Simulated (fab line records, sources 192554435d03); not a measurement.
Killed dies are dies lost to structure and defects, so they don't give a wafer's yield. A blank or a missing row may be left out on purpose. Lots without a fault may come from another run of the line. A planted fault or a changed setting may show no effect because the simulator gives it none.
Chamber matching | flow n5_finfet | N5_BEOL_M5_ETCH_72 on rie_diel-04: 4 sister chambers
The step etches underlayer in N2/H2, target depth 6.5 nm, time 5.2 s. 4 wafers are shown with their chamber, then 8 later ones without.

WAFERS WITH THEIR CHAMBER
wafer  | chamber | drypump_motor_current_A (A)
L078.1 | 2       | 5.3
L081.1 | 1       | 6.4
L081.2 | 0       | 5.4
L083.3 | 3       | 5.4

WAFERS WITHOUT THEIR CHAMBER
wafer  | drypump_motor_current_A (A)
L083.5 | 5.4
L083.6 | 5.4
L084.3 | 6.4
L084.4 | 5.4
L084.5 | 6.5
L086.2 | 6.5
L086.3 | 5.4
L086.5 | 6.4

WHICH CHAMBER EACH WENT THROUGH
wafer  | from the rows above     | in truth
L083.5 | can't be placed: 0 or 3 | 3
L083.6 | can't be placed: 0 or 3 | 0
L084.3 | 1                       | 1
L084.4 | can't be placed: 0 or 3 | 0
L084.5 | 1                       | 1
L086.2 | 1                       | 1
L086.3 | can't be placed: 0 or 3 | 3
L086.5 | 1                       | 1
Placed correctly: 4 of 8. Can't be placed from these rows: 4 (the true chamber is among the candidates in 4). Placed wrongly: 0.
How it was worked out, from the rows above alone: a wafer's distance from a chamber is the root of the sum, over the readings, of the square of ((its reading less the chamber's mean) divided by the reading's scatter). The wafer belongs to the nearest chamber; if the next one is less than 2 further off, it can't be placed. A chamber's mean is the mean of its shown wafers. The scatter: with one shown wafer a chamber, the root of the mean of the squares of how far each hidden wafer lies from its nearest shown one.
